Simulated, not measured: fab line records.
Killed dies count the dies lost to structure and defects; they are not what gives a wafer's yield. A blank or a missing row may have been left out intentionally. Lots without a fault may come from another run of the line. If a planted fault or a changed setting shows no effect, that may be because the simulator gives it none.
Which tool was responsible? + flow n5Finfet + Sampling: 11 lots, 33 wafers, 2 of 1938 route steps

## WHAT EACH GAUGE READ, for each wafer
N5_BEOL_M9_OCD_MEAS_38. Usual: 151.8 nm for trenchDepthNm, sd 2.7.
| lot  | measured     | on     | trenchDepthNm (nm) | flag |
|------|--------------|--------|--------------------|------|
| L521 | day 9 23:43  | ocd-02 | 156.1 153.9 155.6  |      |
| L524 | day 10 17:07 | ocd-02 | 151.1 148.2 153.4  |      |
| L525 | day 10 20:15 | ocd-01 | 155.9 157.4 158.0  |      |
| L526 | day 11 05:29 | ocd-01 | 154.3 156.9 154.7  |      |
| L531 | day 12 13:13 | ocd-02 | 151.2 150.3 151.4  |      |
| L535 | day 13 08:07 | ocd-02 | 149.9 151.0 148.5  |      |
| L536 | day 13 20:49 | ocd-01 | 148.5 147.0 149.5  |      |
| L539 | day 14 20:20 | ocd-01 | 153.9 150.8 154.8  |      |
| L541 | day 14 20:32 | ocd-02 | 152.1 150.8 152.7  |      |
| L543 | day 15 17:28 | ocd-02 | 151.7 146.5 154.4  |      |
| L544 | day 15 17:53 | ocd-01 | 146.3 151.9 153.7  |      |

## WHICH TOOL RAN EACH LOT (tool, then ch and the chambers of the sampled wafers, then the start)
| lot  | N5_BEOL_M9_STRIP_80                          |
|------|----------------------------------------------|
| L521 | rieDiel-04 ch 0,1, day 9 23:43 or earlier    |
| L524 | rieDiel-05 ch 0,2,3, day 10 17:07 or earlier |
| L525 | rieDiel-04 ch 0,3, day 10 20:15 or earlier   |
| L526 | rieDiel-04 ch 0,2,3, day 11 05:29 or earlier |
| L531 | rieDiel-01 ch 0,1, day 12 13:13 or earlier   |
| L535 | rieDiel-05 ch 0,1, day 13 08:07 or earlier   |
| L536 | rieDiel-05 ch 0,1,3, day 13 20:49 or earlier |
| L539 | rieDiel-04 ch 0,2,3, day 14 20:20 or earlier |
| L541 | rieDiel-01 ch 0,3, day 14 20:32 or earlier   |
| L543 | rieDiel-05 ch 0,2,3, day 15 17:28 or earlier |
| L544 | rieDiel-05 ch 0,2,3, day 15 17:53 or earlier |
- N5_BEOL_M9_STRIP_80: strips in N2/H2, time 10 s.

## WHAT THE TOOLS THEMSELVES READ (means of the sampled wafers that have a number; where no wafer has one, the mark that the record gives instead)
N5_BEOL_M9_STRIP_80. Usual: drypumpMotorCurrentA 5.8 A, standard deviation 0.38; oesProductAu 0.81 a.u., standard deviation 0.075; rfVppV 59.2 V, standard deviation 1; showerheadPlenumPTorr 2.56 Torr, standard deviation 0.084; throttleValvePct 23.63 %, standard deviation 0.25.
| lot  | tool       | drypumpMotorCurrentA (A) | oesProductAu (a.u.) | rfVppV (V) | showerheadPlenumPTorr (Torr) | throttleValvePct (%) | flag |
|------|------------|--------------------------|---------------------|------------|------------------------------|----------------------|------|
| L521 | rieDiel-04 | 5.6                      | 0.81                | 59.0       | 2.63                         | 23.62                |      |
| L524 | rieDiel-05 | 5.8                      | 0.80                | 58.9       | 2.59                         | 23.81                |      |
| L525 | rieDiel-04 | 5.5                      | 0.86                | 59.2       | 2.63                         | 23.35                |      |
| L526 | rieDiel-04 | 5.5                      | 0.84                | 59.2       | 2.63                         | 23.24                |      |
| L531 | rieDiel-01 | 6.2                      | 0.74                | 60.0       | 2.56                         | 23.67                |      |
| L535 | rieDiel-05 | 6.0                      | 0.83                | 58.6       | 2.54                         | 23.78                |      |
| L536 | rieDiel-05 | 6.1                      | 0.88                | 57.9       | 2.54                         | 23.62                |      |
| L539 | rieDiel-04 | 5.5                      | 0.81                | 59.3       | 2.62                         | 23.27                |      |
| L541 | rieDiel-01 | 6.1                      | 0.72                | 59.4       | 2.58                         | 23.56                |      |
| L543 | rieDiel-05 | 5.8                      | 0.85                | 59.7       | 2.57                         | 23.74                |      |
| L544 | rieDiel-05 | 5.8                      | 0.84                | 59.3       | 2.57                         | 23.74                |      |

## THE ANSWER, worked out from the rows above alone
Rule: a lot counts as off when the mean over its wafers that have a number is more than 3 standard deviations away from the usual mean. Also off: a lot with no number at a reading for which 4 or more lots have one. The other lots that the step has rows for count as sound. Order of review: gauges by route order, followed by the tools' own readings, for which a lot's mean as printed above is used. At the first step where some lot is off, the reading lying furthest off is the one used; lots without a number count as furthest.
Across all readings shown, no lot is off: no conclusion can be drawn from this.

## WHAT HAD BEEN PUT IN BY THE SIMULATOR
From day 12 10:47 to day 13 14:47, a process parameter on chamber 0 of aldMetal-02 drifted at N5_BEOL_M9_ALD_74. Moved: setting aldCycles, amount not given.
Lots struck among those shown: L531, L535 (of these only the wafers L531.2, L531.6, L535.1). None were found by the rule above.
